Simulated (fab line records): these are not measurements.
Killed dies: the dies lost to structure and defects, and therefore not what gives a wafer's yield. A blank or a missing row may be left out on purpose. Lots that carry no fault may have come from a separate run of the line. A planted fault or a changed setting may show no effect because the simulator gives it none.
Which tool was responsible? | flow nand harc | 11 lots with 33 wafers sampled at 3 steps, on a route of 1302 steps

== WHAT EACH GAUGE READ, for each wafer ==
NHARC_A_CHANNEL_HOLE_D2_CD_MEAS_10: the cd target is 100 nm.
lot  | measured     | on        | cd nm (nm)
L940 | day 12 15:41 | cd sem-03 | 99.9 100.3 99.0
L941 | day 13 08:45 | cd sem-03 | 99.2 99.9 98.8
L942 | day 13 14:50 | cd sem-01 | 100.8 100.2 100.1
L944 | day 14 17:58 | cd sem-01 | 99.8 100.5 100.3
L947 | day 15 22:26 | cd sem-01 | 99.0 99.3 99.5
L948 | day 17 06:58 | cd sem-03 | 99.5 99.4 99.0
L949 | day 17 06:48 | cd sem-03 | 101.2 100.8 100.5
L956 | day 19 18:40 | cd sem-03 | 95.0 94.9 94.9
L957 | day 20 00:25 | cd sem-02 | 95.7 95.7 95.8
L963 | day 22 18:58 | cd sem-02 | 99.5 99.4 99.9
L962 | day 22 19:22 | cd sem-03 | 99.7 100.5 100.7

== WHAT TOOL EACH LOT RAN ON (gives the tool, then ch and the chambers of the sampled wafers, and finally the start) ==
lot  | NHARC_A_DECK1_JOINT_DEP_16      | NHARC_A_CHANNEL_HOLE_D2_PEB_08
L940 | pecvd-03 ch 0,1,2, day 11 21:12 | litho track-04 ch 0, day 12 15:36
L941 | pecvd-03 ch 0,1,2, day 12 16:35 | litho track-04 ch 0, day 13 08:40
L942 | pecvd-04 ch 0,1,2, day 12 22:11 | litho track-04 ch 0, day 13 14:46
L944 | pecvd-04 ch 1,2, day 14 02:00   | litho track-04 ch 0, day 14 17:53
L947 | pecvd-03 ch 1,2, day 15 03:10   | litho track-01 ch 0, day 15 22:22
L948 | pecvd-02 ch 1,2, day 15 21:11   | litho track-04 ch 0, day 17 06:53
L949 | pecvd-03 ch 0,1, day 16 02:09   | litho track-06 ch 0, day 17 06:43
L956 | pecvd-02 ch 0,2, day 19 00:23   | litho track-04 ch 0, day 19 18:35
L957 | pecvd-02 ch 0,1,2, day 19 08:25 | litho track-04 ch 0, day 20 00:20
L963 | pecvd-04 ch 0,1, day 22 02:33   | litho track-01 ch 0, day 22 18:53
L962 | pecvd-03 ch 0,2, day 22 02:34   | litho track-06 ch 0, day 22 19:17
- NHARC_A_DECK1_JOINT_DEP_16: deposits SiO2, target thk 45 nm.
- NHARC_A_CHANNEL_HOLE_D2_PEB_08: peb time 65 s.

== THE ANSWER, worked out from the rows above alone ==
Rule: the lots themselves supply what counts as usual. Put in order of their means at a reading, lots are off if they are a third of the lots or fewer, leave a main group of 4 or more, and stand apart from it by a gap of 3 or more times the standard deviation of the main group's means; of several such gaps the widest counts. Not used: any main group whose means are identical at the precision the tables above print for the reading. Also off: a lot with no number at a reading for which 4 or more lots have one. Any other lot the step has rows for is counted as sound.
Off: L956, L957 (NHARC_A_CHANNEL_HOLE_D2_CD_MEAS_10, cd nm). Main group: mean 99.9 nm, sd 0.53.
A tool fits if, at a process step before that reading, it ran every lot that is off, and no sound lot after the first of them. The gauges at NHARC_A_CHANNEL_HOLE_D2_CD_MEAS_10 are tried like those tools. 2 tools fit, pecvd-02 at NHARC_A_DECK1_JOINT_DEP_16 and litho track-04 at NHARC_A_CHANNEL_HOLE_D2_PEB_08, so this cannot tell which one it is.

== WHAT THE SIMULATOR HAD INSERTED ==
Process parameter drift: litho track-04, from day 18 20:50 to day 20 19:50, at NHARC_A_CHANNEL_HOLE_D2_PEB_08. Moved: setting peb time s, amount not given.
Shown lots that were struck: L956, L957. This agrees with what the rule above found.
